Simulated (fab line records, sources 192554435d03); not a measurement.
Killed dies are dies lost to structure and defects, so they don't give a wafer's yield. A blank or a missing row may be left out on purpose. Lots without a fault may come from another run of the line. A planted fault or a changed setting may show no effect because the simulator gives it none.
Which tool did it? | flow n5_finfet | 10 lots, 29 wafers sampled, at 5 steps of a route of 1938

WHAT THE GAUGES READ, wafer by wafer
N5_BEOL_M3_THK_MEAS_01. Usual: M3_ILD_THK 78.7 nm, standard deviation 1.4.
lot  | measured     | on            | M3_ILD_THK (nm) | flag
L442 | day 7 00:04  | film_metro-02 | 80.1 79.7 78.7  |
L444 | day 7 11:31  | film_metro-02 | 76.7 77.4 76.9  |
L445 | day 7 20:15  | film_metro-01 | 79.8 80.4 80.5  |
L446 | day 7 22:43  | film_metro-01 | 78.3 79.6 82.0  |
L449 | day 8 17:54  | film_metro-02 | 77.8 78.9 80.3  |
L451 | day 9 12:31  | film_metro-02 | 79.5 79.3       |
L452 | day 9 12:41  | film_metro-02 | 79.0 80.2 79.0  |
L455 | day 10 13:14 | film_metro-02 | 78.6 81.1 80.2  |
L464 | day 13 02:00 | film_metro-01 | 77.2 76.3 77.4  |
L465 | day 13 02:36 | film_metro-01 | 79.3 80.3 78.9  |

N5_BEOL_M4_RC_MEAS_101. Usual: DIBL_N 37.0 mV/V, standard deviation 2.3; DIBL_P 37.3 mV/V, standard deviation 2.8; IOFF_N 0.17 nA/um, standard deviation 0.046; IOFF_P 0.23 nA/um, standard deviation 0.054; ION_N 675 uA/um, standard deviation 14; ION_P 460 uA/um, standard deviation 9.3; SS_N 71.7 mV/dec, standard deviation 0.73; SS_P 73.6 mV/dec, standard deviation 0.95; VT_N 249 mV, standard deviation 3.9; VT_P -250 mV, standard deviation 3.9.
lot  | measured     | on        | DIBL_N (mV/V)  | DIBL_P (mV/V)  | IOFF_N (nA/um) | IOFF_P (nA/um) | ION_N (uA/um) | ION_P (uA/um) | SS_N (mV/dec)  | SS_P (mV/dec)  | VT_N (mV)   | VT_P (mV)      | flag
L442 | day 7 23:18  | prober-02 | 40.3 37.1 43.8 | 40.9 35.4 44.8 | 0.23 0.15 0.36 | 0.31 0.21 0.42 | 680 676 712   | 471 464 478   | 72.2 71.3 73.7 | 74.8 73.7 76.2 | 243 251 240 | -246 -251 -243 |
L444 | day 8 05:23  | prober-02 | 39.7 36.8 33.8 | 40.0 37.0 34.2 | 0.23 0.16 0.13 | 0.29 0.21 0.18 | 673 670 662   | 460 462 458   | 72.5 71.8 71.0 | 74.6 74.2 72.5 | 247 250 250 | -249 -252 -252 |
L445 | day 8 22:55  | prober-02 | 37.5 36.0 41.5 | 37.8 36.8 43.3 | 0.18 0.16 0.27 | 0.19 0.18 0.28 | 682 676 694   | 454 453 461   | 72.0 71.0 73.1 | 73.1 73.5 75.4 | 248 249 244 | -252 -254 -246 |
L446 | day 9 01:54  | prober-01 | 36.7 36.7 36.5 | 38.7 36.8 38.3 | 0.17 0.16 0.16 | 0.26 0.21 0.25 | 681 671 679   | 475 459 473   | 70.8 71.5 71.2 | 74.1 72.5 73.6 | 248 251 251 | -247 -251 -247 |
L449 | day 9 17:25  | prober-01 | 38.8 38.9 37.1 | 39.2 40.6 38.9 | 0.20 0.21 0.19 | 0.20 0.22 0.21 | 683 690 679   | 455 460 456   | 72.3 72.4 71.8 | 74.2 74.7 74.2 | 248 246 247 | -256 -253 -255 |
L451 | day 10 06:52 | prober-02 | 35.7 41.2      | 35.0 42.4      | 0.15 0.27      | 0.23 0.37      | 677 700       | 468 473       | 71.5 73.1      | 73.0 74.4      | 250 244     | -246 -243      |
L452 | day 10 09:41 | prober-01 | 34.9 34.1 34.6 | 32.9 32.0 33.9 | 0.14 0.11 0.12 | 0.19 0.18 0.20 | 681 654 669   | 474 455 466   | 71.4 71.5 71.9 | 73.1 72.2 72.5 | 250 257 254 | -248 -250 -250 |
L455 | day 11 10:53 | prober-02 | 36.1 33.9 37.1 | 38.2 34.1 38.5 | 0.19 0.14 0.23 | 0.28 0.21 0.30 | 668 673 694   | 459 458 469   | 71.0 70.5 71.8 | 74.4 72.7 74.5 | 243 251 241 | -245 -250 -245 |
L464 | day 14 07:43 | prober-02 | 37.7 40.0 35.8 | 38.9 40.9 37.0 | 0.19 0.24 0.15 | 0.28 0.30 0.23 | 670 696 677   | 460 474 471   | 72.9 73.1 71.6 | 73.9 74.6 73.2 | 249 244 250 | -247 -245 -248 |
L465 | day 14 06:08 | prober-01 | 37.3 37.0 33.1 | 38.5 38.7 34.3 | 0.16 0.17 0.10 | 0.18 0.18 0.13 | 675 675 656   | 450 449 445   | 72.0 71.9 70.3 | 74.2 73.9 72.1 | 252 251 256 | -257 -256 -258 |

WHICH TOOL RAN EACH LOT (tool, then ch and the chambers of the sampled wafers, then the start)
lot  | N5_BEOL_M2_CO_CAP_55             | N5_BEOL_M3_PECVD_72             | N5_BEOL_M3_HM_DEP_02
L442 | cvd_co-01 ch 0,1,2, day 6 23:47  | pecvd-01 ch 0,1,2, day 7 00:08  | pvd_sputter-03, day 7 02:27
L444 | cvd_co-01 ch 0,2, day 7 11:11    | pecvd-02 ch 0,1, day 7 11:32    | pvd_sputter-01, day 7 12:08
L445 | cvd_co-01 ch 1,2, day 7 19:56    | pecvd-01 ch 0,1,2, day 7 20:17  | pvd_sputter-02, day 7 22:02
L446 | cvd_co-01 ch 1,2, day 7 22:22    | pecvd-04 ch 1,2, day 7 22:45    | pvd_sputter-01, day 7 22:54
L449 | cvd_co-02 ch 1,2, day 8 17:33    | pecvd-02 ch 1,2, day 8 17:56    | pvd_sputter-03, day 8 18:46
L451 | cvd_co-02 ch 0,1, day 9 12:12    | pecvd-02 ch 0,2, day 9 12:35    | pvd_sputter-02, day 9 13:24
L452 | cvd_co-02 ch 0,1, day 9 12:20    | pecvd-02 ch 0,2, day 9 12:44    | pvd_sputter-02, day 9 13:27
L455 | cvd_co-01 ch 0,1,2, day 10 12:55 | pecvd-04 ch 0,1,2, day 10 13:16 | pvd_sputter-01, day 10 14:07
L464 | cvd_co-02 ch 0,2, day 13 01:41   | pecvd-04 ch 1,2, day 13 02:02   | pvd_sputter-01, day 13 02:28
L465 | cvd_co-02 ch 0,1, day 13 02:17   | pecvd-01 ch 1,2, day 13 02:38   | pvd_sputter-03, day 13 02:42
- N5_BEOL_M2_CO_CAP_55: material Co, precursor CCTBA/H2, target thk 2 nm, time 102.1 s.
- N5_BEOL_M3_PECVD_72: deposits SiO2 from TEOS/O2, target thk 16 nm, time 18 s.
- N5_BEOL_M3_HM_DEP_02: deposits TiN, target thk 20 nm.

WHAT THE TOOLS THEMSELVES READ (means of the sampled wafers that have a number; where no wafer has one, the mark that the record gives instead)
N5_BEOL_M2_CO_CAP_55. Usual: heater_power_w 232 W, standard deviation 30.
lot  | tool      | heater_power_w (W) | flag
L442 | cvd_co-01 | 245                |
L444 | cvd_co-01 | 253                |
L445 | cvd_co-01 | 235                |
L446 | cvd_co-01 | 238                |
L449 | cvd_co-02 | 199                |
L451 | cvd_co-02 | 233                |
L452 | cvd_co-02 | 236                |
L455 | cvd_co-01 | 244                |
L464 | cvd_co-02 | 210                |
L465 | cvd_co-02 | 223                |

N5_BEOL_M3_PECVD_72. Usual: heater_power_w 737 W, standard deviation 85; showerhead_plenum_p_Torr 8.77 Torr, standard deviation 0.066; susceptor_temp_C 399.97 C, standard deviation 0.21; throttle_valve_pct 22.5 %, standard deviation 1.2.
lot  | tool     | heater_power_w (W) | showerhead_plenum_p_Torr (Torr) | susceptor_temp_C (C) | throttle_valve_pct (%) | flag
L442 | pecvd-01 | 722                | 8.75                            | 399.88               | 23.4                   |
L444 | pecvd-02 | 798                | 8.88                            | 400.15               | 22.8                   |
L445 | pecvd-01 | 708                | 8.75                            | 399.98               | 23.5                   |
L446 | pecvd-04 | 690                | 8.70                            | 400.09               | 21.2                   |
L449 | pecvd-02 | 855                | 8.76                            | 399.73               | 22.1                   |
L451 | pecvd-02 | 782                | 8.85                            | 399.84               | 22.1                   |
L452 | pecvd-02 | 770                | 8.85                            | 402.35               | 22.2                   | OFF
L455 | pecvd-04 | 790                | 8.73                            | 399.95               | 21.0                   |
L464 | pecvd-04 | 684                | 8.72                            | 400.07               | 21.1                   |
L465 | pecvd-01 | 672                | 8.78                            | 399.76               | 23.4                   |

N5_BEOL_M3_HM_DEP_02. Usual: throttle_valve_pct 30.0 %, standard deviation 0.91.
lot  | tool           | throttle_valve_pct (%) | flag
L442 | pvd_sputter-03 | 30.8                   |
L444 | pvd_sputter-01 | 29.7                   |
L445 | pvd_sputter-02 | 29.8                   |
L446 | pvd_sputter-01 | 29.8                   |
L449 | pvd_sputter-03 | 29.5                   |
L451 | pvd_sputter-02 | 29.9                   |
L452 | pvd_sputter-02 | 30.0                   |
L455 | pvd_sputter-01 | 29.0                   |
L464 | pvd_sputter-01 | 29.8                   |
L465 | pvd_sputter-03 | 31.2                   |

THE ANSWER, worked out from the rows above alone
Rule: a lot is off if the mean of its wafers that have a number lies more than 3 standard deviations from the usual mean. A lot without any number at a reading at which 4 lots or more have one is off too. The other lots that the step has rows for count as sound. The gauges are gone through in route order, then the tools' own readings, and for those a lot's mean is taken as printed above. The first step at which some lot is off is used, and at that step the reading that is off furthest; a lot without a number counts as furthest.
Off: L452, at N5_BEOL_M3_PECVD_72 (susceptor_temp_C).
A tool fits if, at that step or a process step before it, it ran every lot that is off, and no sound lot after the first of them. One fits: pecvd-02 at N5_BEOL_M3_PECVD_72. Its last sound lot is L451 (day 9 12:35), its first lot that is off L452 (day 9 12:44): a fault that began between those two fits.
The tool's own readings at N5_BEOL_M3_PECVD_72 bear it out: on the lots that are off they differ by more than 5 times the standard deviation of the sound lots' means. susceptor_temp_C reads 402.35 C there against 399.94 C on the sound lots.

WHAT THE SIMULATOR HAD PUT IN
Process parameter drift: pecvd-02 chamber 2, from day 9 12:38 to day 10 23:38, at N5_BEOL_M3_PECVD_72. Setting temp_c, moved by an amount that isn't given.
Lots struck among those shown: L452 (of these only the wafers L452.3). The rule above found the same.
